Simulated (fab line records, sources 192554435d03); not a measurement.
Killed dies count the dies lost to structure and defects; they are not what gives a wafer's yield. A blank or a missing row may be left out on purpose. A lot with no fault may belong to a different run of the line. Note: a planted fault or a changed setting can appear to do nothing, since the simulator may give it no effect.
Matching of chambers    flow n5-finfet    N5_BEOL_M4_ALD_98 on ald-sin-02 has 4 sister chambers
The step deposits SiO2, target thk 2.5 nm, pulse time 1 s, co reactant pulse time 1 s. 4 wafers are shown with their chamber, then 7 later ones without.

## WAFERS PAIRED WITH THEIR CHAMBERS
wafer   chamber  heater-power-w (W)
L080.6  0        81
L085.4  1        64
L087.1  3        81
L087.4  2        80

## WAFERS WITHOUT THEIR CHAMBER
wafer   heater-power-w (W)
L087.5  79
L089.1  78
L089.4  81
L089.6  77
L096.3  78
L096.4  83
L096.6  65

## WHICH CHAMBER EACH ONE RAN IN
wafer   from the rows above           in truth
L087.5  can't be placed: 2 or 0 or 3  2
L089.1  can't be placed: 2 or 0 or 3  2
L089.4  can't be placed: 0 or 3 or 2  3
L089.6  can't be placed: 2 or 0 or 3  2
L096.3  can't be placed: 2 or 0 or 3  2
L096.4  can't be placed: 0 or 3 or 2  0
L096.6  1                             1
Correctly placed: 1 of 7. Cannot be placed on the basis of these rows: 6; the candidates contain the true chamber in 6. Number placed wrongly: 0.
How it was worked out, from the rows above alone: a wafer's distance from a chamber is the root of the sum, over the readings, of the square of ((its reading less the chamber's mean) divided by the reading's scatter). The wafer belongs to the nearest chamber; if the next one is less than 2 further off, it can't be placed. The mean given for a chamber averages the wafers shown for that chamber. The scatter: root of mean squared gap, hidden wafer to nearest shown wafer, with one shown wafer a chamber.
